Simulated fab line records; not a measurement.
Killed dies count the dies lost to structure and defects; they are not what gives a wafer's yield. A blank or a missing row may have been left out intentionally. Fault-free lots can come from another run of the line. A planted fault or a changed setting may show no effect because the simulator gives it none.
The tool behind it: which one?	flow n5 finfet	10 lots, 30 wafers sampled, at 5 steps of a route of 1938

WHAT THE GAUGES READ, wafer by wafer
N5_WELL_APT_INSPECT_38: inspects for defects (darkfield). Usual: raw defect count 14, standard deviation 5.4.
lot	measured	on	raw defect count	flag
L468	day 2 11:44	defect inspect-02	9 8 10	
L472	day 3 10:50	defect inspect-01	7 5 15	
L476	day 4 11:50	defect inspect-02	16 9 19	
L478	day 4 22:56	defect inspect-02	19 14 23	
L479	day 5 05:07	defect inspect-01	16 7 14	
L480	day 5 11:11	defect inspect-01	7 14 9	
L484	day 6 10:56	defect inspect-02	17 15 12	
L485	day 6 16:45	defect inspect-02	10 8 6	
L487	day 7 05:19	defect inspect-01	21 12 14	
L488	day 7 10:54	defect inspect-01	6 17 8	

N5_PMOS_HMC_CHANNEL_EPI_CD_MEAS_09: target cd 237.4 nm. Usual: cd nm 236.9 nm, standard deviation 0.94.
lot	measured	on	cd nm (nm)	flag
L468	day 2 12:11	cd sem-02	237.3 237.6 237.8	
L472	day 3 11:09	cd sem-03	235.4 236.9 238.1	
L476	day 4 12:09	cd sem-03	235.4 236.0 236.6	
L478	day 4 23:16	cd sem-02	236.7 237.7 237.1	
L479	day 5 05:33	cd sem-03	235.4 235.0 236.2	
L480	day 5 11:30	cd sem-01	238.6 236.8 236.9	
L484	day 6 11:22	cd sem-02	237.9 238.0 239.7	
L485	day 6 17:04	cd sem-01	236.2 238.4 237.5	
L487	day 7 05:46	cd sem-01	238.4 237.5 236.8	
L488	day 7 11:13	cd sem-03	237.6 237.4 236.7	

N5_PMOS_HMC_CHANNEL_EPI_INSPECT_11: inspects for defects (macro). Usual: raw defect count 2.1, standard deviation 1.5.
lot	measured	on	raw defect count	flag
L468	day 2 12:14	defect inspect-01	1 2 1	
L472	day 3 11:12	defect inspect-01	3 0 2	
L476	day 4 12:13	defect inspect-02	1 2 2	
L478	day 4 23:19	defect inspect-01	2 1 3	
L479	day 5 05:36	defect inspect-02	2 2 2	
L480	day 5 11:33	defect inspect-02	2 1 0	
L484	day 6 11:25	defect inspect-02	2 2 3	
L485	day 6 17:07	defect inspect-02	1 1 3	
L487	day 7 05:49	defect inspect-01	1 4 1	
L488	day 7 11:16	defect inspect-01	2 0 3	

N5_BEOL_M4_RC_MEAS_101. Usual: CJ_P 5.80, standard deviation 0.14; DIBL_N 36.4 mV/V, standard deviation 1.2; DIBL_P 36.1 mV/V, standard deviation 1.6; IOFF_N 0.156 nA/um, standard deviation 0.024; IOFF_P 0.21 nA/um, standard deviation 0.031; IOFF_P_85C 3.6 nA/um, standard deviation 0.44; IOFF_P_LIN 0.098 nA/um, standard deviation 0.012; ION_N 674 uA/um, standard deviation 11; ION_P 463 uA/um, standard deviation 6.9; SS_N 71.5 mV/dec, standard deviation 0.5; SS_P 73.2 mV/dec, standard deviation 0.55; VT_N 250.0 mV, standard deviation 2.9; VT_P -250 mV, standard deviation 3.6.
lot	measured	on	CJ_P	DIBL_N (mV/V)	DIBL_P (mV/V)	IOFF_N (nA/um)	IOFF_P (nA/um)	IOFF_P_85C (nA/um)	IOFF_P_LIN (nA/um)	ION_N (uA/um)	ION_P (uA/um)	SS_N (mV/dec)	SS_P (mV/dec)	VT_N (mV)	VT_P (mV)	flag
L468	day 8 06:26	prober-02	5.60 5.67 5.73	35.5 35.4 37.9	36.6 36.2 39.3	0.160 0.146 0.207	0.20 0.18 0.24	3.5 3.3 4.1	0.092 0.085 0.103	675 661 679	456 450 463	71.5 71.3 71.7	73.7 73.5 75.0	248.2 250.2 244.5	-252 -257 -249	
L472	day 9 03:59	prober-02	5.81 5.76 5.72	34.6 35.2 36.4	33.9 35.1 36.3	0.136 0.148 0.181	0.20 0.22 0.25	3.3 3.7 4.1	0.097 0.104 0.116	661 678 688	466 468 482	70.7 71.2 71.6	73.5 73.2 73.9	250.5 251.3 246.8	-249 -247 -246	
L476	day 10 16:43	prober-02	5.79 5.73 5.55	38.7 38.5 40.6	38.0 38.2 41.5	0.181 0.185 0.236	0.25 0.25 0.31	4.1 4.2 5.0	0.114 0.115 0.132	671 683 696	464 468 477	72.1 72.3 72.6	73.0 73.4 73.8	245.3 245.3 245.4	-246 -249 -242	
L478	day 11 02:11	prober-01	1.01 1.02 1.02	37.0 37.7 36.5	51.1 48.4 57.2	0.143 0.156 0.135	1.02 0.67 1.74	13.4 9.4 20.8	0.174 0.147 0.213	665 684 667	471 473 472	72.0 72.1 71.4	85.8 80.8 91.4	250.7 249.1 252.3	-252 -251 -251	OFF
L479	day 11 03:54	prober-02	1.01 1.00 0.99	36.6 35.8 34.6	46.2 46.3 57.6	0.154 0.151 0.127	0.66 0.65 2.15	9.6 9.5 25.9	0.154 0.154 0.247	681 684 665	478 475 470	71.8 71.6 71.5	80.6 80.2 93.7	252.5 249.4 253.1	-246 -247 -248	OFF
L480	day 11 12:38	prober-02	1.00 1.00 1.00	37.7 35.5 35.6	60.0 46.8 48.2	0.170 0.130 0.140	2.14 0.75 0.82	25.6 10.6 11.4	0.252 0.156 0.165	672 667 671	474 475 476	71.7 70.6 71.4	92.2 82.9 83.4	250.4 253.5 252.1	-244 -249 -247	OFF
L484	day 12 12:56	prober-01	5.67 5.72 5.64	37.7 37.7 36.4	36.7 37.1 34.8	0.175 0.186 0.149	0.25 0.26 0.22	4.3 4.3 3.8	0.117 0.117 0.106	679 688 661	467 470 463	71.8 71.7 71.0	73.3 74.1 73.3	247.2 247.7 250.1	-247 -247 -248	
L485	day 12 20:18	prober-02	5.95 5.98 5.74	34.0 34.5 34.4	34.0 35.2 33.8	0.129 0.134 0.120	0.18 0.20 0.18	3.2 3.4 3.1	0.092 0.097 0.090	667 670 660	467 467 459	71.0 71.1 70.2	73.1 72.5 72.6	252.9 249.4 251.6	-249 -250 -250	
L487	day 14 02:38	prober-02	5.69 5.43 5.77	37.1 36.2 36.1	37.7 36.1 36.2	0.179 0.154 0.154	0.23 0.20 0.20	4.0 3.5 3.5	0.111 0.099 0.097	668 657 670	464 455 460	71.8 71.2 71.6	74.1 73.4 73.5	247.6 252.0 250.1	-249 -253 -253	
L488	day 14 02:44	prober-01	5.86 5.68 5.74	35.8 35.0 35.1	35.8 34.4 34.8	0.156 0.141 0.140	0.19 0.17 0.17	3.4 3.0 3.2	0.091 0.082 0.085	678 674 681	464 452 464	71.4 72.0 71.5	73.8 73.3 72.8	248.1 251.6 248.5	-253 -255 -254	

TOOL THAT RAN EACH LOT (tool first, then ch and the chambers of the sampled wafers, then the start)
lot	N5_WELL_APT_IMPLANT_15
L468	implanter-02 ch 0, day 2 08:40
L472	implanter-01 ch 0, day 3 08:13
L476	implanter-01 ch 0, day 4 08:34
L478	implanter-01, day 4 20:28
L479	implanter-02, day 5 02:03
L480	implanter-02, day 5 08:23
L484	implanter-02 ch 0, day 6 08:09
L485	implanter-01 ch 0, day 6 14:16
L487	implanter-01 ch 0, day 7 02:14
L488	implanter-01 ch 0, day 7 08:12
- N5_WELL_APT_IMPLANT_15

AS READ BY THE TOOLS THEMSELVES (means over the sampled wafers that have a number; for cases with no such wafer, the mark the record gives instead)
N5_WELL_APT_IMPLANT_15. Usual: beam energy keV 24.999, standard deviation 0.0085; beam on s 10.02 s, standard deviation 0.2.
lot	tool	beam energy keV	beam on s (s)	flag
L468	implanter-02	25.005	10.13	
L472	implanter-01	24.999	9.96	
L476	implanter-01	24.996	9.91	
L478	implanter-01	-	-	OFF
L479	implanter-02	-	-	OFF
L480	implanter-02	-	-	OFF
L484	implanter-02	25.006	9.93	
L485	implanter-01	25.013	10.07	
L487	implanter-01	24.996	10.07	
L488	implanter-01	24.996	10.06	

THE ANSWER, worked out from the rows above alone
Rule: take the mean of a lot's wafers that have a number; if it is more than 3 standard deviations from the usual mean, the lot is off. A lot without any number at a reading at which 4 lots or more have one is off too. The other lots that the step has rows for count as sound. Order of review: gauges by route order, followed by the tools' own readings, for which a lot's mean as printed above is used. The first step at which some lot is off is used, and at that step the reading that is off furthest; a lot without a number counts as furthest.
Off: at N5_BEOL_M4_RC_MEAS_101 (CJ_P), L478, L479, L480.
If a tool, at a process step before that reading, ran all the lots that are off and no sound lot after the first of them, it fits. Not tried: the gauges at N5_BEOL_M4_RC_MEAS_101; whatever is off there is also off at N5_WELL_APT_IMPLANT_15, on other tools, and gauge error can't account for it. None of those tried fits.

WHAT HAD BEEN PUT IN BY THE SIMULATOR
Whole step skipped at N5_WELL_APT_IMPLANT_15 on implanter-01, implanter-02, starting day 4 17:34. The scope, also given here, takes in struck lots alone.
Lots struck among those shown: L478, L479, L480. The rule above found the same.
